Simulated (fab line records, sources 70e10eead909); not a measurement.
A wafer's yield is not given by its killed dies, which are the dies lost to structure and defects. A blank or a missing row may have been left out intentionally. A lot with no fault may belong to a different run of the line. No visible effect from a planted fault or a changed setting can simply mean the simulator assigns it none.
fab line records | flow nandHarc
record lots=10 | wafers=30 | lastDay=33
route steps=1302 shown A_SLIT@937 END@1302
lots with no fault: from the same line, run without faults
startH: hours from the record's opening day to when the first of the lot's shown wafers began | waitH: how many hours have passed since the lot's step before this one | " the same as in the row above | L1.1+2: a row that stands for several wafers | - either no value or no given start | * or withheld: withheld | < > ~ a bound
route shown NAME@n: a module of which the file shows steps, and the number in the route of the first | usual: average and standard deviation across the fault-free wafers | same: alike in all rows | chamber/n: place in a boat | sites: readings site by site | _std_site: the standard deviation of these | _edge_site: the outer-site mean with the inner-site mean subtracted | radiusMm: for every site, how far away it sits from the centre of the wafer | mask NAME#n: copy n | behind: the last tool/chamber to shape the wafer | hold: why the lot went on hold/how many hours it stayed there/how the hold came to an end | device: transistor that didn't switch, given as n, p or np | end of line: the tests these same wafers got at the end of their route | step lacking rows: just its recipe | killed: count of dies lost to structure and defects at first sort (not the wafer's yield) | map: per-die view of a wafer (x killed, . not killed, _ where there is no die)
set.NAME: the setting that was run; set.NAME@STEP: the one run at that earlier step | model.NAME: the simulator's own value behind a step, which no gauge read
the route's steps for a sample of lots (tables are steps, rows are wafers)
services: when a tool's chamber went out of use (startH, in hours from the record's first day, below 0 if earlier), for how many hours, and the reason
## steps
# step NHARC_A_SLIT_ETCH_24
# recipe targetDepthA=1210 | timeS=60.5 | cf4FlowSccm=100 | chf3FlowSccm=30 | arFlowSccm=0 | rfW=500 | biasW=200 | chemistry=CF4/CHF3
# usual chf3FlowSccm=30.00/0.083 | drypumpMotorCurrentA=5.8/0.54 | oesProductAu=0.963/0.021 | rfVppV=370.3/2.4 | runLengthS=81.7/0.46 | showerheadPlenumPTorr=1.57/0.062 | throttleValvePct=16.803/0.0081
lot.wafer | tool       | chamber | startH | waitH | chf3FlowSccm | drypumpMotorCurrentA | oesProductAu | rfHoursCounterH | rfVppV | runLengthS | showerheadPlenumPTorr | throttleValvePct
L313.3    | rieDiel-13 | 3       | 485.54 | 0.1   | 30.14        | 5.6                  | 0.973        | 7.5             | 369.6  | 81.7       | 1.52                  | 16.804
L313.2    | "          | 1       | "      | "     | 29.94        | 5.4                  | 0.973        | 7.8             | 372.5  | 81.3       | 1.61                  | 16.806
L313.1    | "          | 2       | "      | "     | 29.98        | 6.3                  | 0.970        | 8.0             | 373.1  | 81.4       | 1.65                  | 16.807
L315.2    | rieDiel-05 | 3       | 497.83 | 0.1   | 30.10        | 6.4                  | 0.949        | 4.1             | 369.2  | 81.3       | 1.52                  | 16.791
L315.5    | "          | 1       | "      | "     | 29.96        | 5.2                  | 0.980        | -               | 372.2  | 81.0       | 1.65                  | 16.804
L315.6    | "          | 2       | "      | "     | 30.05        | 5.7                  | 0.964        | -               | 373.0  | 81.4       | 1.62                  | 16.810
L314.2    | rieDiel-13 | 0       | 499.16 | 0.1   | 30.00        | 4.7                  | 0.931        | 8.6             | 371.0  | 81.5       | 1.60                  | 16.806
L314.1    | "          | 2       | "      | "     | 30.01        | 6.3                  | 0.947        | 9.1             | 372.7  | 81.8       | 1.65                  | 16.799
L314.5    | "          | 0       | "      | "     | 29.96        | 4.8                  | 0.936        | -               | 370.9  | 81.6       | 1.60                  | 16.808
L316.1    | rieDiel-09 | 3       | 512.24 | 0.1   | 29.93        | 6.2                  | 0.976        | 0.6             | 369.1  | 81.9       | 1.47                  | 16.804
L316.5    | "          | 0       | "      | "     | 29.96        | 5.9                  | 0.962        | -               | 368.2  | 82.6       | 1.49                  | 16.795
L316.6    | "          | 1       | "      | "     | 29.99        | 6.3                  | 0.959        | -               | 373.5  | 81.3       | 1.62                  | 16.810
L323.4    | rieDiel-13 | 0       | 572.72 | 0.1   | 30.00        | 4.8                  | 0.946        | 1.8             | 371.2  | 81.8       | 1.60                  | 16.803
L323.3    | "          | 2       | "      | "     | 30.14        | 6.3                  | 0.988        | 3.9             | 374.0  | 81.7       | 1.65                  | 16.801
L323.6    | "          | 0       | "      | "     | 29.91        | 4.8                  | 0.934        | -               | 371.8  | 82.1       | 1.60                  | 16.807
L326.4    | rieDiel-13 | 1       | 587.92 | 0.1   | 30.07        | 5.4                  | 0.983        | 5.0             | 372.3  | 81.9       | 1.61                  | 16.802
L326.1    | "          | 2       | "      | "     | 30.00        | 6.3                  | 0.971        | 5.5             | 372.3  | 81.6       | 1.65                  | 16.801
L326.3    | "          | 3       | "      | "     | 30.06        | 5.6                  | 0.978        | 4.8             | 368.5  | 81.6       | 1.52                  | 16.798
L325.4    | rieDiel-09 | 2       | 588.09 | 0.1   | 30.04        | 5.8                  | 0.958        | 6.0             | 368.4  | 82.5       | 1.50                  | 16.794
L325.3    | "          | 3       | "      | "     | 30.06        | 6.2                  | 0.980        | 5.3             | 367.2  | 82.0       | 1.47                  | 16.794
L325.1    | "          | 1       | "      | "     | 29.79        | 6.3                  | 0.979        | 5.8             | 372.2  | 81.3       | 1.62                  | 16.791
L328.3    | rieDiel-09 | 3       | 600.50 | 0.1   | 29.97        | 6.2                  | 0.997        | 6.9             | 367.4  | 82.1       | 1.47                  | 16.818
L328.5    | "          | 3       | "      | "     | 29.88        | 6.1                  | 1.004        | -               | 368.1  | 82.2       | 1.47                  | 16.806
L328.6    | "          | 0       | "      | "     | 30.01        | 5.9                  | 0.966        | -               | 365.9  | 82.4       | 1.49                  | 16.794
L333.4    | rieDiel-13 | 3       | 663.47 | 0.1   | 30.20        | 5.6                  | 0.967        | 8.8             | 368.1  | 81.9       | 1.52                  | 16.793
L333.3    | "          | 0       | "      | "     | 29.91        | 4.8                  | 0.958        | 7.1             | 370.1  | 81.8       | 1.60                  | 16.797
L333.2    | "          | 2       | "      | "     | 30.02        | 6.3                  | 0.984        | 9.4             | 373.5  | 81.6       | 1.65                  | 16.806
L334.1    | rieDiel-13 | 1       | 671.39 | 0.1   | 29.84        | 5.4                  | 0.974        | 9.2             | 372.4  | 81.4       | 1.61                  | 16.811
L334.3    | "          | 3       | "      | "     | 29.79        | 5.6                  | 0.983        | 9.8             | 369.5  | 81.4       | 1.52                  | 16.796
L334.6    | "          | 0       | "      | "     | 30.08        | 4.8                  | 0.944        | -               | 371.6  | 82.2       | 1.60                  | 16.790
# step NHARC_A_SLIT_ETCH_15
# recipe targetDepthA=62000 | overEtchFrac=0.3 | timeS=1612 | ionEnergyEv=150 | o2FlowSccm=400 | cosFlowSccm=20 | arFlowSccm=0 | rfW=500 | biasW=300 | chemistry=O2/COS
# usual drypumpMotorCurrentA=5.8/0.52 | o2FlowSccm=399.8/1.1 | oesProductAu=1.002/0.015 | rfVppV=314.1/2 | runLengthS=1633.2/0.42 | showerheadPlenumPTorr=3.11/0.12 | throttleValvePct=28.330/0.0091
lot.wafer | tool       | chamber | startH | waitH | drypumpMotorCurrentA | o2FlowSccm | oesProductAu | rfHoursCounterH | rfVppV | runLengthS | showerheadPlenumPTorr | throttleValvePct
L313.2    | rieDiel-13 | 3       | 485.63 | -     | 5.6                  | 398.5      | 0.991        | 7.8             | 312.8  | 1632.9     | 3.01                  | 28.326
L313.3    | "          | 1       | "      | "     | 5.4                  | 399.4      | 1.018        | 8.0             | 315.7  | 1633.0     | 3.19                  | 28.327
L313.1    | "          | 2       | "      | "     | 6.3                  | 399.7      | 0.989        | 8.3             | 316.8  | 1633.2     | 3.27                  | 28.334
L315.2    | rieDiel-05 | 3       | 497.90 | -     | 6.4                  | 399.6      | 0.989        | 4.3             | 312.3  | 1632.7     | 3.02                  | 28.331
L315.5    | "          | 3       | "      | "     | 6.4                  | 400.6      | 0.996        | -               | 311.7  | 1632.9     | 3.02                  | 28.330
L315.6    | "          | 0       | "      | "     | 6.6                  | 400.2      | 1.015        | -               | 312.1  | 1634.4     | 2.99                  | 28.328
L314.2    | rieDiel-13 | 1       | 499.25 | -     | 5.4                  | 399.7      | 1.006        | 9.1             | 314.3  | 1633.5     | 3.19                  | 28.326
L314.1    | "          | 3       | "      | "     | 5.6                  | 399.5      | 0.993        | 9.1             | 312.6  | 1632.8     | 3.01                  | 28.336
L314.5    | "          | 2       | "      | "     | 6.4                  | 400.8      | 0.980        | -               | 317.4  | 1633.2     | 3.27                  | 28.328
L316.1    | rieDiel-09 | 2       | 512.42 | -     | 5.8                  | 399.3      | 0.977        | 1.2             | 312.6  | 1633.2     | 2.97                  | 28.332
L316.6    | "          | 1       | "      | "     | 6.4                  | 400.3      | 0.987        | -               | 315.7  | 1632.8     | 3.21                  | 28.334
L316.5    | "          | 2       | "      | "     | 5.8                  | 400.3      | 0.986        | -               | 311.7  | 1633.2     | 2.97                  | 28.333
L323.3    | rieDiel-13 | 3       | 572.92 | -     | 5.6                  | 400.7      | 1.015        | 3.6             | 314.0  | 1633.3     | 3.01                  | 28.342
L323.4    | "          | 1       | "      | "     | 5.4                  | 400.9      | 1.009        | 3.8             | 316.4  | 1210.4     | 3.19                  | 28.329
L323.6    | "          | 2       | "      | "     | 6.3                  | 397.9      | 1.016        | -               | 315.6  | 1633.0     | 3.27                  | 28.335
L326.3    | rieDiel-13 | 3       | 588.01 | -     | 5.6                  | 400.0      | 1.011        | 5.0             | 312.8  | 1633.4     | 3.01                  | 28.322
L326.1    | "          | 0       | "      | "     | 4.8                  | 399.0      | 0.987        | 3.2             | 314.1  | 1210.5     | 3.17                  | 28.321
L326.4    | "          | 2       | "      | "     | 6.3                  | 399.9      | 1.017        | 5.7             | 316.5  | 1210.8     | 3.27                  | 28.329
L325.3    | rieDiel-09 | 0       | 588.22 | -     | 5.9                  | 399.5      | 1.002        | 5.4             | 311.7  | 1634.1     | 2.96                  | 28.317
L325.4    | "          | 1       | "      | "     | 6.3                  | 397.0      | 1.001        | 6.1             | 316.2  | 1632.9     | 3.21                  | 28.334
L325.1    | "          | 3       | "      | "     | 6.2                  | 399.0      | 1.026        | 5.6             | 310.9  | 1633.3     | 2.91                  | 28.322
L328.3    | rieDiel-09 | 0       | 600.70 | -     | 5.9                  | 399.0      | 1.000        | 7.3             | 311.8  | 1633.9     | 2.96                  | 28.319
L328.6    | "          | 3       | "      | "     | 6.2                  | 398.7      | 1.022        | -               | 311.2  | 1633.6     | 2.91                  | 28.336
L328.5    | "          | 0       | "      | "     | 5.9                  | 397.7      | 0.987        | -               | 311.6  | 1633.8     | 2.96                  | 28.335
L333.4    | rieDiel-13 | 2       | 663.56 | -     | 6.3                  | 399.7      | 1.019        | 9.7             | 317.4  | 1633.4     | 3.27                  | 28.334
L333.3    | "          | 3       | "      | "     | 5.6                  | 400.3      | 1.007        | 9.0             | 311.5  | 1633.3     | 3.01                  | 28.340
L333.2    | "          | 0       | "      | "     | 4.8                  | 400.5      | 0.970        | 7.4             | 315.0  | 1633.2     | 3.17                  | 28.338
L334.1    | rieDiel-13 | 2       | 671.47 | -     | 6.3                  | 403.3      | 1.025        | 10.7            | 317.0  | 1633.0     | 3.27                  | 28.340
L334.3    | "          | 3       | "      | "     | 5.6                  | 400.1      | 1.007        | 10.1            | 312.5  | 1632.8     | 3.01                  | 28.339
L334.6    | "          | 3       | "      | "     | 5.6                  | 399.2      | 1.008        | -               | 312.7  | 1633.3     | 3.01                  | 28.329
# step NHARC_A_SLIT_ETCH_26
# recipe biasV=400 | sourceW=2000 | pressureMtorr=25 | timeS=90 | arFlowSccm=375 | c4f8FlowSccm=41.7 | o2FlowSccm=83.3 | targetDepthA=4000 | chemistry=C4F8/O2/Ar
# usual drypumpMotorCurrentA=6.0/0.5 | o2FlowSccm=83.28/0.22 | runLengthS=121.1/0.35 | showerheadPlenumPTorr=3.72/0.13 | throttleValvePct=27.619/0.0092
lot.wafer | tool       | chamber | startH | waitH | drypumpMotorCurrentA | o2FlowSccm | rfHoursCounterH | runLengthS | showerheadPlenumPTorr | throttleValvePct
L313.1    | harEtch-02 | 0       | 491.52 | 3.1   | 6.6                  | 83.23      | 57              | 121.0      | 3.95                  | 27.609
L313.2    | "          | 1       | "      | "     | 5.4                  | 83.15      | 57              | 120.8      | 3.66                  | 27.625
L313.3    | "          | 0       | "      | "     | 6.6                  | 83.21      | -               | 120.8      | 3.95                  | 27.624
L315.2    | harEtch-02 | 0       | 502.56 | 3.0   | 6.6                  | 83.24      | 60              | 121.4      | 3.95                  | 27.625
L315.6    | "          | 0       | "      | "     | 6.6                  | 83.51      | -               | 121.0      | 3.94                  | 27.622
L315.5    | "          | 1       | "      | "     | 5.3                  | 83.25      | -               | 121.0      | 3.66                  | 27.615
L314.2    | harEtch-01 | 1       | 503.97 | 3.0   | 6.0                  | 83.53      | 276             | 121.3      | 3.67                  | 27.618
L314.1    | "          | 0       | "      | "     | 5.8                  | 83.53      | 276             | 121.6      | 3.67                  | 27.615
L314.5    | "          | 0       | "      | "     | 5.8                  | 83.20      | -               | 121.7      | 3.67                  | 27.611
L316.1    | harEtch-02 | 1       | 520.72 | 2.5   | 5.3                  | 83.24      | 75              | 120.8      | 3.65                  | 27.622
L316.6    | "          | 0       | "      | "     | 6.6                  | 83.29      | -               | 121.5      | 3.94                  | 27.614
L316.5    | "          | 1       | "      | "     | 5.3                  | 82.97      | -               | 120.6      | 3.65                  | 27.613
L323.4    | harEtch-02 | 0       | 579.82 | 1.9   | 6.6                  | 83.45      | -               | 120.8      | 3.92                  | 27.630
L323.3    | "          | 1       | "      | "     | 5.4                  | 83.27      | -               | 120.8      | 3.63                  | 27.625
L323.6    | "          | 1       | "      | "     | 5.3                  | 83.46      | -               | 120.6      | 3.63                  | 27.630
L326.1    | harEtch-02 | 0       | 593.19 | 3.0   | 6.6                  | 83.21      | 121             | 121.4      | 3.91                  | 27.619
L326.4    | "          | 0       | "      | "     | 6.7                  | 83.31      | -               | 121.4      | 3.91                  | 27.638
L326.3    | "          | 1       | "      | "     | 5.4                  | 83.39      | -               | 120.4      | 3.62                  | 27.622
L325.1    | harEtch-01 | 1       | 593.47 | 2.4   | 6.0                  | 83.15      | 330             | 121.2      | 3.64                  | 27.613
L325.3    | "          | 0       | "      | "     | 5.8                  | 82.80      | -               | 121.5      | 3.64                  | 27.611
L325.4    | "          | 1       | "      | "     | 6.0                  | 83.31      | -               | 121.0      | 3.64                  | 27.615
L328.3    | harEtch-01 | 1       | 605.37 | 1.9   | 6.0                  | 83.11      | -               | 121.1      | 3.63                  | 27.627
L328.6    | "          | 1       | "      | "     | 6.0                  | 83.38      | -               | 121.1      | 3.63                  | 27.622
L328.5    | "          | 0       | "      | "     | 5.8                  | 82.94      | -               | 121.4      | 3.63                  | 27.610
L333.2    | harEtch-02 | 0       | 668.26 | 3.0   | 6.7                  | 83.41      | 163             | 120.9      | 3.89                  | 27.611
L333.4    | "          | 0       | "      | "     | 6.6                  | 82.73      | -               | 121.1      | 3.89                  | 27.631
L333.3    | "          | 1       | "      | "     | 5.3                  | 83.25      | -               | 120.7      | 3.60                  | 27.614
L334.1    | harEtch-01 | 1       | 676.09 | 3.0   | 6.0                  | 82.96      | 376             | 121.1      | 3.61                  | 27.627
L334.3    | "          | 0       | "      | "     | 5.9                  | 83.37      | -               | 121.9      | 3.61                  | 27.625
L334.6    | "          | 0       | "      | "     | 5.8                  | 83.15      | -               | 121.7      | 3.61                  | 27.608
# step NHARC_A_SLIT_ETCH_29
# recipe targetDepthA=1000 | overetchA=100 | timeS=55 | ionEnergyEv=100 | cf4FlowSccm=80 | o2FlowSccm=20 | arFlowSccm=0 | rfW=300 | biasW=100 | chemistry=CF4/O2
# usual drypumpMotorCurrentA=5.8/0.5 | o2FlowSccm=20.00/0.06 | oes_ar_750_au=1.000/0.0044 | oesProductAu=1.002/0.014 | rfVppV=197.8/1.4 | runLengthS=76.3/0.5 | showerheadPlenumPTorr=1.33/0.056 | throttleValvePct=13.397/0.0093
lot.wafer | tool       | chamber | startH | waitH | drypumpMotorCurrentA | o2FlowSccm | oes_ar_750_au | oesProductAu | rfHoursCounterH | rfVppV | runLengthS | showerheadPlenumPTorr | throttleValvePct
L313.2    | rieDiel-09 | 0       | 492.41 | 0.1   | 5.9                  | 19.98      | 1.000         | 0.985        | 10              | 196.7  | 77.1       | 1.27                  | 13.400
L313.3    | "          | 1       | "      | "     | 6.3                  | 19.96      | 0.994         | 0.989        | 10              | 199.7  | 76.0       | 1.37                  | 13.400
L313.1    | "          | 2       | "      | "     | 5.8                  | 19.94      | 1.002         | 1.001        | 10              | 196.9  | 76.4       | 1.27                  | 13.410
L315.2    | rieDiel-05 | 0       | 503.46 | 0.1   | 6.5                  | 19.97      | 1.001         | 1.022        | 5               | 198.1  | 76.7       | 1.28                  | 13.384
L315.5    | "          | 1       | "      | "     | 5.2                  | 19.99      | 0.992         | 1.017        | -               | 199.0  | 75.6       | 1.40                  | 13.391
L315.6    | "          | 2       | "      | "     | 5.7                  | 19.98      | 1.000         | 1.005        | -               | 198.4  | 75.7       | 1.37                  | 13.392
L314.1    | rieDiel-05 | 2       | 504.86 | 0.1   | 5.8                  | 20.00      | 1.006         | 0.996        | 5               | 199.0  | 75.7       | 1.37                  | 13.391
L314.2    | "          | 3       | "      | "     | 6.4                  | 20.12      | 0.997         | 0.985        | 6               | 197.2  | 75.9       | 1.29                  | 13.399
L314.5    | "          | 1       | "      | "     | 5.2                  | 19.95      | 0.997         | 1.021        | -               | 199.7  | 75.5       | 1.40                  | 13.400
L316.1    | rieDiel-05 | 3       | 521.58 | 0.1   | 6.4                  | 19.97      | 0.996         | 0.995        | 7               | 197.7  | 76.2       | 1.29                  | 13.410
L316.6    | "          | 3       | "      | "     | 6.4                  | 19.99      | 1.003         | 0.987        | -               | 195.5  | 76.3       | 1.29                  | 13.408
L316.5    | "          | 0       | "      | "     | 6.5                  | 19.99      | 0.999         | 1.018        | -               | 196.2  | 76.7       | 1.28                  | 13.405
L323.4    | rieDiel-13 | 2       | 580.65 | 0.1   | 6.3                  | 19.99      | 1.006         | 1.027        | 5               | 200.4  | 75.9       | 1.40                  | 13.385
L323.3    | "          | 0       | "      | "     | 4.8                  | 19.93      | 1.004         | 0.988        | 3               | 198.2  | 76.3       | 1.36                  | 13.392
L323.6    | "          | 1       | "      | "     | 5.4                  | 20.03      | 0.998         | 1.025        | -               | 196.9  | 76.2       | 1.37                  | 13.379
L326.4    | rieDiel-13 | 1       | 594.09 | 0.1   | 5.4                  | 20.07      | 0.997         | 1.007        | 6               | 199.3  | 75.9       | 1.37                  | 13.391
L326.1    | "          | 2       | "      | "     | 6.3                  | 20.01      | 1.008         | 1.019        | 6               | 199.4  | 76.0       | 1.40                  | 13.408
L326.3    | "          | 0       | "      | "     | 4.8                  | 19.98      | 1.001         | 0.989        | 4               | 198.5  | 76.0       | 1.36                  | 13.387
L325.3    | rieDiel-05 | 2       | 594.33 | 0.1   | 5.8                  | 20.20      | 1.000         | 0.994        | 0               | 198.5  | 76.2       | 1.37                  | 13.405
L325.4    | "          | 3       | "      | "     | 6.4                  | 20.06      | 0.995         | 1.005        | 0               | 197.5  | 76.0       | 1.29                  | 13.398
L325.1    | "          | 0       | "      | "     | 6.6                  | 19.91      | 0.994         | 0.979        | 0               | 196.3  | 77.4       | 1.28                  | 13.395
L328.3    | rieDiel-13 | 2       | 606.20 | 0.1   | 6.3                  | 19.90      | 1.006         | 1.026        | 7               | 199.1  | 76.4       | 1.40                  | 13.406
L328.6    | "          | 1       | "      | "     | 5.4                  | 20.00      | 1.004         | 0.995        | -               | 199.4  | 75.9       | 1.36                  | 13.407
L328.5    | "          | 2       | "      | "     | 6.3                  | 19.99      | 1.001         | 1.032        | -               | 199.5  | 76.2       | 1.40                  | 13.389
L333.3    | rieDiel-05 | 0       | 669.15 | 0.1   | 6.5                  | 19.84      | 1.007         | 0.980        | 5               | 197.5  | 76.6       | 1.28                  | 13.401
L333.4    | "          | 1       | "      | "     | 5.2                  | 20.06      | 1.000         | 0.984        | 5               | 199.6  | 75.4       | 1.40                  | 13.397
L333.2    | "          | 2       | "      | "     | 5.8                  | 19.98      | 0.990         | 1.000        | 5               | 198.7  | 75.7       | 1.37                  | 13.395
L334.3    | rieDiel-05 | 2       | 676.99 | 0.1   | 5.7                  | 20.05      | 0.999         | 1.010        | 5               | 199.1  | 75.9       | 1.37                  | 13.393
L334.1    | "          | 3       | "      | "     | 6.4                  | 20.08      | 1.003         | 0.999        | 6               | 197.2  | 75.6       | 1.29                  | 13.405
L334.6    | "          | 0       | "      | "     | 6.5                  | 20.05      | 0.996         | 0.991        | -               | 198.2  | 76.9       | 1.28                  | 13.392
# step NHARC_END_SORT_01
# recipe tempC=25
# usual killedAtArray=47/18 | killedAtOther=0.9/1.1 | killedAtPeriphery=4/3.1 | killedDies=52/18 | killedOpen=3.1/1.5 | killedShort=2.4/1.5
# same grossDies=677
lot.wafer | tool      | chamber | startH | waitH | killedAtArray | killedAtOther | killedAtPeriphery | killedDies | killedOpen | killedShort
L323.3    | prober-02 | 0       | 686.86 | 3.1   | 49            | 0             | 3                 | 52         | 2          | 4
L323.4    | prober-02 | 0       | 687.67 | 3.4   | 665           | 0             | 2                 | 667        | 4          | 5
L323.6    | prober-02 | 0       | 689.27 | 4.0   | 52            | 0             | 1                 | 53         | 6          | 2
L325.1    | prober-01 | 0       | 703.83 | 2.5   | 81            | 0             | 6                 | 87         | 4          | 7
L325.3    | prober-01 | 0       | 705.41 | 3.1   | 72            | 0             | 9                 | 81         | 5          | 3
L325.4    | prober-01 | 0       | 706.20 | 3.4   | 100           | 0             | 4                 | 104        | 2          | 2
L326.1    | prober-02 | 0       | 711.59 | 2.5   | 624           | 0             | 17                | 641        | 7          | 6
L326.3    | prober-02 | 0       | 713.19 | 3.1   | 40            | 1             | 10                | 51         | 1          | 2
L326.4    | prober-02 | 0       | 713.99 | 3.4   | 646           | 0             | 8                 | 654        | 4          | 2
L334.1    | prober-02 | 0       | 781.94 | 2.5   | 59            | 4             | 4                 | 67         | 4          | 1
L334.3    | prober-02 | 0       | 783.53 | 3.1   | 43            | 1             | 3                 | 47         | 3          | 1
L334.6    | prober-02 | 0       | 785.90 | 4.0   | 54            | 3             | 2                 | 59         | 4          | 2
# killed by level:class
L323.3 A_CHANNEL_HOLE_D2:chamberFilmFlake=22 A_CHANNEL_HOLE_D1:chamberFilmFlake=13 A_CONTACT:chamberFilmFlake=4 P_STI:chamberFilmFlake=2 P_CONTACT:geometricParticle:open=1 A_SOURCE_PLATE:geometricParticle:short=1 A_ONON_D1:geometricParticle:short=1 A_CHANNEL_FILL_D2:geometricParticle:open=1
L323.4 A_SLIT:areaEtch=614 A_CHANNEL_HOLE_D2:chamberFilmFlake=20 A_CHANNEL_HOLE_D1:chamberFilmFlake=14 A_CHANNEL_FILL_D2:chamberFilmFlake=3 A_SGD_CUT:geometricParticle:short=2 A_DECK1_JOINT:chamberFilmFlake=2 A_SLIT:chamberFilmFlake=2 A_CONTACT:chamberFilmFlake=2
L323.6 A_CHANNEL_HOLE_D2:chamberFilmFlake=16 A_CHANNEL_HOLE_D1:chamberFilmFlake=14 A_CONTACT:chamberFilmFlake=6 A_STAIRCASE:chamberFilmFlake=4 A_DECK1_JOINT:geometricParticle:open=2 A_WL_FILL:chamberFilmFlake=2 A_ONON_D1:geometricParticle:short=1 A_ONON_D1:geometricParticle:open=1
L325.1 A_CHANNEL_HOLE_D1:chamberFilmFlake=32 A_SLIT:chamberFilmFlake=20 A_CHANNEL_HOLE_D2:chamberFilmFlake=11 A_STAIRCASE:chamberFilmFlake=6 P_GATE:chamberFilmFlake=3 A_WL_FILL:geometricParticle:short=2 A_BONDPAD:chamberFilmFlake=2 P_CONTACT:geometricParticle:short=1
L325.3 A_SLIT:chamberFilmFlake=26 A_CHANNEL_HOLE_D1:chamberFilmFlake=16 A_CHANNEL_HOLE_D2:chamberFilmFlake=15 A_BONDPAD:chamberFilmFlake=5 A_STAIRCASE:chamberFilmFlake=3 P_STI:chamberFilmFlake=2 P_CONTACT:geometricParticle:short=1 P_M0:geometricParticle:short=1
L325.4 A_CHANNEL_HOLE_D1:chamberFilmFlake=41 A_SLIT:chamberFilmFlake=24 A_CHANNEL_HOLE_D2:chamberFilmFlake=14 A_CONTACT:chamberFilmFlake=5 A_STAIRCASE:chamberFilmFlake=4 A_ZERO_WELL:chamberFilmFlake=3 A_CHANNEL_FILL_D2:chamberFilmFlake=3 A_ONON_D1:geometricParticle:short=2
L326.1 A_SLIT:areaEtch=571 A_CHANNEL_HOLE_D2:chamberFilmFlake=16 A_CHANNEL_HOLE_D1:chamberFilmFlake=10 P_CONTACT:chamberFilmFlake=8 A_CONTACT:chamberFilmFlake=6 A_SLIT:chamberFilmFlake=6 P_M2:chamberFilmFlake=4 A_STAIRCASE:chamberFilmFlake=4
L326.3 A_CHANNEL_HOLE_D2:chamberFilmFlake=14 A_CHANNEL_HOLE_D1:chamberFilmFlake=12 A_CONTACT:chamberFilmFlake=9 P_GATE:chamberFilmFlake=4 P_M2:chamberFilmFlake=3 P_CONTACT:chamberFilmFlake=2 A_DECK1_JOINT:geometricParticle:short=1 A_CHANNEL_FILL_D2:geometricParticle:open=1
L326.4 A_SLIT:areaEtch=577 A_CHANNEL_HOLE_D1:chamberFilmFlake=33 A_CHANNEL_HOLE_D2:chamberFilmFlake=19 A_CONTACT:chamberFilmFlake=10 P_CONTACT:chamberFilmFlake=3 P_M0:geometricParticle:short=2 P_ZERO_WELL:chamberFilmFlake=2 A_ONON_D1:geometricParticle:open=1
L334.1 A_SLIT:chamberFilmFlake=24 A_CHANNEL_HOLE_D2:chamberFilmFlake=23 A_CONTACT:chamberFilmFlake=4 THIN_TSV:chamberFilmFlake=4 P_CONTACT:geometricParticle:open=1 P_M0:geometricParticle:open=1 A_CHANNEL_HOLE_D1:geometricParticle:open=1 A_WL_FILL:geometricParticle:short=1
L334.3 A_SLIT:chamberFilmFlake=20 A_CHANNEL_HOLE_D2:chamberFilmFlake=13 A_CONTACT:chamberFilmFlake=3 P_ZERO_WELL:chamberFilmFlake=2 A_CHANNEL_FILL_D1:chamberFilmFlake=2 A_SOURCE_PLATE:geometricParticle:open=1 A_CHANNEL_FILL_D1:geometricParticle:open=1 A_DECK1_JOINT:geometricParticle:short=1
L334.6 A_SLIT:chamberFilmFlake=23 A_CHANNEL_HOLE_D2:chamberFilmFlake=18 A_CONTACT:chamberFilmFlake=6 THIN_TSV:chamberFilmFlake=3 A_ONON_D2:geometricParticle:open=2 A_BONDPAD:chamberFilmFlake=2 P_STI:geometricParticle:short=1 A_CHANNEL_HOLE_D1:geometricParticle:short=1
## services
tool       | chamber | startH | hours | kind
harEtch-01 | -       | 467.94 | 3.5   | repair
rieDiel-13 | 0       | 473.51 | -     | clean
rieDiel-13 | 1       | 473.51 | -     | clean
rieDiel-13 | 2       | 473.51 | -     | clean
rieDiel-13 | 3       | 473.51 | -     | clean
rieDiel-09 | -       | 497.10 | 9.0   | pm
rieDiel-13 | 0       | 498.01 | -     | clean
rieDiel-13 | 1       | 498.01 | -     | clean
rieDiel-13 | 2       | 498.01 | -     | clean
rieDiel-13 | 3       | 498.01 | -     | clean
rieDiel-13 | -       | 519.00 | 9.0   | pm
rieDiel-13 | 0       | 519.00 | 9.0   | ventCycle
rieDiel-13 | 1       | 519.00 | 9.0   | ventCycle
rieDiel-13 | 2       | 519.00 | 9.0   | ventCycle
harEtch-01 | -       | 532.82 | 12.5  | repair
rieDiel-13 | 0       | 534.06 | 16.7  | repair
harEtch-01 | -       | 563.93 | 1.1   | repair
rieDiel-05 | 2       | 569.75 | 7.2   | repair
rieDiel-05 | -       | 583.60 | 9.0   | pm
rieDiel-13 | -       | 600.54 | 0.5   | repair
rieDiel-13 | 1       | 609.40 | 2.8   | repair
rieDiel-13 | -       | 651.88 | 0.9   | repair
rieDiel-05 | 2       | 671.64 | 5.2   | repair
rieDiel-09 | -       | 674.10 | 9.0   | pm
## key
firstSign step=NHARC_A_SLIT_ETCH_15 | reading=runLengthS | direction=down | sigmas=99+ | usual=* | struck=*
effect step=NHARC_END_SORT_01 | reading=killedAtArray | direction=up | sigmas=34 | usual=47 | struck=645
moreKillsBornAt NHARC_A_SLIT_ETCH_15@rieDiel-13=1762
metAt NHARC_A_SLIT_ETCH_15
struckLots L323,L326
struckWafers L323.4,L326.1,L326.4
laterRowsLeftOut L323.4,L326.1,L326.4
testerLeftOut L323,L326
notActingAt NHARC_A_SLIT_ETCH_24,NHARC_A_SLIT_ETCH_26,NHARC_A_SLIT_ETCH_29
onsetBetween 499.25 572.92
fault kind=processParameterDrift | tool=rieDiel-13 | chamber=- | onsetH=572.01 | steps=NHARC_A_SLIT_ETCH_15 | channel=timeS | offset=* | shape=step | endH=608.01 | scope=struckWafersOnly | actsIn=* | stated=*
# testerLeftOut: of these lots the tester's yield and bins aren't shown, on N5 and GAA mostly nor the transistor test; their killed dies are dies lost to structure and defects alone, not to doping, threshold or leakage, so they don't give the yield
# laterRowsLeftOut: the simulator's readings of these wafers behind a module that went badly wrong aren't trusted and aren't shown, but for the sort
